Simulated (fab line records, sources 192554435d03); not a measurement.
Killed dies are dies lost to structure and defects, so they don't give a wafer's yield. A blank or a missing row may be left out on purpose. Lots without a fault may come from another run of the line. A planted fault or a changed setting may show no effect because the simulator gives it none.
A struck lot beside a sound one | flow n5_finfet | 39 steps out of a route of 1938
Sound: wafers L361.3, L361.5, L361.6. Struck: wafer L353.2. (L353.4, L353.6 of the same lot were not struck and are left out.) The cause comes at the end.
At each step with rows: each side's tool, then ch and its chambers, then its first start. Under that, the readings that differ: sound wafers | struck wafers | difference of the means | sigmas: that difference in standard deviations of wafers without a fault.
alike: readings whose means differ by less than 2 such deviations, and words and numbers that are the same on both sides. not compared: withheld readings, readings that some wafer has no value for, bounds like >300 that may hide the same value, and numbers for which the record gives no deviation and whose values overlap.
The two part at a step that has a row with sigmas, a row that says differs or no value, or rows on one side only. Numbers that don't overlap but have no deviation are shown without sigmas and don't part them. A reading that every wafer of one side lacks parts them only if that side has two wafers or more.

first, 12 steps without rows for these wafers: N5_SD_EPI_N_ETCH_35 (etches SOC in N2/H2, overetch 108 nm, time 486 s); N5_SD_EPI_N_STRIP_36 (strips in N2/H2); N5_SD_EPI_N_ETCHBACK_44 (etches SiNx in CH3F/O2, stops on SiO2, target depth 14.5 nm); N5_SD_EPI_N_ETCH_45 (etches SiOCN in CH3F/O2, target depth 6 nm); N5_SD_EPI_N_ETCH_16 (etches SiO2 in CHF3/O2, target depth 5 nm); N5_SD_EPI_N_STRIP_47 (strips in CHF3/O2); N5_SD_EPI_N_SD_RECESS_17 (chemistry HBr/Cl2/O2, target depth 41 nm, time 23.7 s, bt time 3 s); N5_SD_EPI_N_STRIP_38 (strips in N2/H2); N5_SD_EPI_N_WET_ETCH_43 (etches SiO2 in dHF, time 14 s, target depth 1.5 nm); N5_SD_EPI_N_STRIP_18 (strips in SPM, time 750 s); N5_SD_EPI_N_SRD_20 (time 30 s); N5_SD_EPI_N_PRECLEAN_48 (cleans in NF3:NH3, afs cycles 2, time 20 s, sublimation time 60 s).
N5_SD_EPI_N_VAPOR_ETCH_50: etches Si in HCl, time 54 s.
  sound on epi_rpcvd-04 ch 0, day 6 15:02; struck on epi_rpcvd-03 ch 0, day 4 14:30
  reading                | sound             | struck | difference | sigmas
  throttle_valve_pct (%) | 12.28 12.37 12.17 | 11.55  | -0.72      | -3
then, 24 steps without rows for these wafers: N5_SD_EPI_N_EPI_21 (deposits Si:P, time 690 s); N5_SD_EPI_N_PRECLEAN_24 (cleans in O3/DIW, time 60 s); N5_SD_EPI_N_SRD_25 (time 30 s); N5_SD_EPI_N_PRECLEAN_49 (cleans in NF3:NH3, afs cycles 1, time 20 s, sublimation time 60 s); N5_SD_EPI_N_LINER_46 (material SiNx, target thk 3 nm); N5_SD_EPI_P_COAT_34 (time 60 s, resist thk 350 nm); N5_SD_EPI_P_COAT_35 (time 60 s, resist thk 35 nm); N5_SD_EPI_P_COAT_03 (resist thk 150 nm); N5_SD_EPI_P_EBR_05; N5_SD_EPI_P_SOFTBAKE_04 (time 60 s); N5_SD_EPI_P_EXPOSE_06 (exposes mask SD P BLK, target cd 240 nm); N5_SD_EPI_P_PEB_07 (peb time 60 s); N5_SD_EPI_P_DEVELOP_08 (develop time 30 s); N5_SD_EPI_P_DESCUM_14 (chemistry O2, time 7.9 s); N5_SD_EPI_P_ETCH_36 (etches SiARC in CF4, target depth 45.5 nm, time 75.8 s); N5_SD_EPI_P_ETCH_37 (etches SOC in N2/H2, overetch 108 nm, time 486 s); N5_SD_EPI_P_STRIP_38 (strips in N2/H2); N5_SD_EPI_P_ETCHBACK_46 (etches SiNx in CH3F/O2, stops on SiO2, target depth 17.5 nm); N5_SD_EPI_P_ETCH_47 (etches SiOCN in CH3F/O2, target depth 25 nm); N5_SD_EPI_P_ETCH_16 (etches SiO2 in CHF3/O2, target depth 5 nm); N5_SD_EPI_P_STRIP_50 (strips in CHF3/O2); N5_SD_EPI_P_SD_RECESS_17 (chemistry HBr/Cl2/O2, target depth 39.1 nm, bt time 3 s); N5_SD_EPI_P_WET_ETCH_45 (etches SiO2 in dHF, time 10.7 s, target depth 2 nm, rinse time 30 s); N5_SD_EPI_P_STRIP_40 (strips in N2/H2).
-- the record jumps here: 4 days lie between the struck wafers' starts before and after (it left off in module SD_EPI_P and takes up again in module BEOL_M4, whose first step shown is number 1111 of the route) --
N5_BEOL_M4_RC_MEAS_101:
  sound on prober-02 ch 0, day 11 04:13; struck on prober-01 ch 0, day 9 00:07
  reading            | sound             | struck | difference | sigmas
  DIBL_N (mV/V)      | 36.5 35.4 36.7    | 41.3   | +5.1       | +4
  IOFF_N (nA/um)     | 0.168 0.138 0.170 | 0.268  | +0.109     | +5
  IOFF_N_85C (nA/um) | 3.2 2.7 3.2       | 4.7    | +1.7       | +4
  IOFF_N_LIN (nA/um) | 0.078 0.065 0.079 | 0.104  | +0.030     | +3
  ION_P (uA/um)      | 453 452 460       | 470    | +15        | +2
  REXT_N (ohm.um)    | 77.1 77.1 77.1    | 66.1   | -11.0      | -8
  SS_N (mV/dec)      | 71.2 71.2 71.6    | 73.9   | +2.6       | +5
  VT_N (mV)          | 250.4 250.0 247.7 | 242.7  | -6.7       | -2
  VT_P (mV)          | -253 -255 -253    | -246   | +8         | +2
  alike: DIBL_P, IOFF_P, ION_N, SS_P
then, 1 step without rows for these wafers: N5_PASSIVATION_PROBE_49.

WHERE THEY PART
First at N5_SD_EPI_N_VAPOR_ETCH_50; last, within this record, at N5_BEOL_M4_RC_MEAS_101.

WHY: what the simulator had put in
Process parameter drift: epi_rpcvd-03, from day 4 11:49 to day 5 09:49, at N5_SD_EPI_N_VAPOR_ETCH_50. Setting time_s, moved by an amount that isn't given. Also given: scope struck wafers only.
